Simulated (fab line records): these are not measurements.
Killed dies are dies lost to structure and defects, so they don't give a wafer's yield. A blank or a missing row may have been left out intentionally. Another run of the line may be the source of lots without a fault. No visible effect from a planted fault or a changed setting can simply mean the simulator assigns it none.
Chamber matching    flow n5 finfet    rie si-02 running N5_DUMMY_GATE_TRIM_49: 4 sister chambers
The step chemistry O2, time 29 s, target cd 14 nm. 8 wafers are shown with their chamber, then 10 later ones without.

## WAFERS WITH THEIR CHAMBER
wafer   chamber  throttle valve pct (%)  drypump motor current A (A)
L080.5  0        8.26                    5.24
L081.3  3        7.99                    5.83
L081.6  1        8.35                    5.77
L082.1  1        8.37                    5.85
L082.2  2        8.09                    5.84
L082.5  2        8.08                    5.84
L083.2  3        7.98                    5.84
L083.3  0        8.27                    5.25

## WAFERS WITH NO CHAMBER GIVEN
wafer   throttle valve pct (%)  drypump motor current A (A)
L083.4  8.11                    5.86
L089.2  7.98                    5.82
L089.5  8.08                    5.87
L089.6  7.99                    5.84
L091.1  8.36                    5.77
L091.2  8.08                    5.85
L091.6  8.28                    5.22
L092.1  8.09                    5.85
L092.2  7.99                    5.83
L092.4  8.38                    5.80

## CHAMBER TAKEN BY EACH
wafer   from the rows above  in truth
L083.4  2                    2
L089.2  3                    3
L089.5  2                    2
L089.6  3                    3
L091.1  1                    1
L091.2  2                    2
L091.6  0                    0
L092.1  2                    2
L092.2  3                    3
L092.4  1                    1
Correct placement for 10 of the 10. Can't be placed from these rows: 0. 0 placed wrongly.
How it was worked out, from the rows above alone: a wafer's distance from a chamber is the root of the sum, over the readings, of the square of ((its reading less the chamber's mean) divided by the reading's scatter). The wafer belongs to the nearest chamber; if the next one is less than 2 further off, it can't be placed. A chamber's mean is the mean of its shown wafers. How the scatter is found: for the shown wafers, subtract from each reading the mean of its chamber, square and add these, divide the total by (wafers less chambers), then take the root.
